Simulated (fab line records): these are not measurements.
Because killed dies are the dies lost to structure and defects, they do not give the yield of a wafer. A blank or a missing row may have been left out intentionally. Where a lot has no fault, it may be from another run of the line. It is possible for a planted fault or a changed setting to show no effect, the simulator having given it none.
A struck lot beside a sound one || flow n5_finfet || 15 out of 1938 route steps
Sound: the wafers L581.1, L581.2, L581.6. Wafers L598.2, L598.4 were the ones struck. The cause is named last.
Order at every step that has rows: each side's tool, ch and its chambers, its first start. Under that, the readings that differ: sound wafers || struck wafers || difference of the means || sigmas: that difference in standard deviations of wafers without a fault.
alike: same words and numbers on both sides, and readings whose means sit less than 2 such deviations apart. not compared: any withheld reading, any reading some wafer has no value for, any bound like >300 that may hide the same value, and any number with overlapping values for which the record gives no deviation.
The two part at a step that has a row with sigmas, a row that says differs or no value, or rows on one side only. Numbers that don't overlap but have no deviation are shown without sigmas and don't part them. A reading missing from all wafers of one side parts the sides only when that side holds two or more wafers.

first, 1 step without rows for these wafers: N5_BEOL_M10_STRIP_77 (strips in N2/H2, time 10 s).
N5_BEOL_M10_OCD_MEAS_38:
  sound: ocd-02 at day 9 15:31; struck: ocd-01 at day 14 05:25
  alike: trench_depth_nm
then, 4 steps without rows for these wafers: N5_BEOL_M10_HM_STRIP_39 (strips TiN in peroxide tin strip, target depth 25 nm, time 158 s); N5_BEOL_M10_SRD_40 (time 30 s); N5_BEOL_M10_PRECLEAN_42 (cleans in residue remover, time 60 s); N5_BEOL_M10_SRD_43 (time 30 s).
N5_BEOL_M10_CD_MEAS_35: target cd 70 nm.
  sound: cd_sem-01 at day 9 15:40; struck: cd_sem-02 at day 14 05:35
  alike: cd_nm
N5_BEOL_M10_CURE_72: cures SiCOH lowk, time 120 s.
  sound on uv_cure-01 ch 2, day 9 15:51; struck on uv_cure-01 ch 0, day 14 05:40
  alike: lamp_power_pct, wafer_temp_C_max
N5_BEOL_M10_DEGAS_44: time 60 s.
  sound: pvd_sputter-03 at day 9 16:21; struck: pvd_sputter-01 at day 14 05:59
  alike: heater_power_w
N5_BEOL_M10_PRE_CLEAN_45: time 30 s.
  sound: pvd_sputter-03 at day 9 16:23; struck: pvd_sputter-01 at day 14 06:02
  alike: heater_power_w
then, 1 step without rows for these wafers: N5_BEOL_M10_ALD_74 (deposits TaN, target thk 2 nm, pulse time 2 s, purge time 3 s).
N5_BEOL_M10_SURFACE_TREAT_76:
  sound: pvd_sputter-01 at day 9 16:44; struck: pvd_sputter-01 at day 14 06:38
  not compared: throttle_valve_pct
N5_BEOL_M10_CVD_75: deposits Co from CCTBA/H2, target thk 2 nm, time 138.9 s.
  sound on cvd_co-01 ch 0,2, day 9 16:49; struck on cvd_co-01 ch 0,2, day 14 06:55
{"reading": "run_length_s (s)", "sound": "161.9 161.9 162.1", "struck": "159.5 159.5", "difference": -2.5, "sigmas": -6}
N5_BEOL_M10_SPUTTER_48: material Cu, target thk 12 nm, time 2 s.
  sound: pvd_sputter-01 at day 9 16:58; struck: pvd_sputter-01 at day 14 09:10
  alike: substrate_temp_c, throttle_valve_pct
-- here the record skips 2 days between the struck wafers' starts before and after, leaving off in module BEOL_M10 and picking up in module PASSIVATION (first step shown: number 1936 of the route) --
N5_PASSIVATION_PROBE_49:
  sound: prober-01 at day 11 14:43; struck: prober-02 at day 16 10:05
  alike: defect_limited_yield, killed_at_M0_to_M3, killed_at_M4_up, killed_at_contacts, killed_at_front_end, killed_at_other, killed_dies, killed_on_rim, killed_open, killed_short, sort_bin_5_function, sort_bin_6_memory, sort_n_pass, sort_yield_pct

== WHERE THEY PART ==
Only at N5_BEOL_M10_CVD_75, as far as this record shows. Later steps at which nothing parts them and some readings are alike: N5_BEOL_M10_SPUTTER_48, N5_PASSIVATION_PROBE_49.

WHY: what had been put in by the simulator
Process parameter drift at N5_BEOL_M10_CVD_75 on cvd_co-01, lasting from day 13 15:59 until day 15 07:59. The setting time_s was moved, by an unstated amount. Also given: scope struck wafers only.
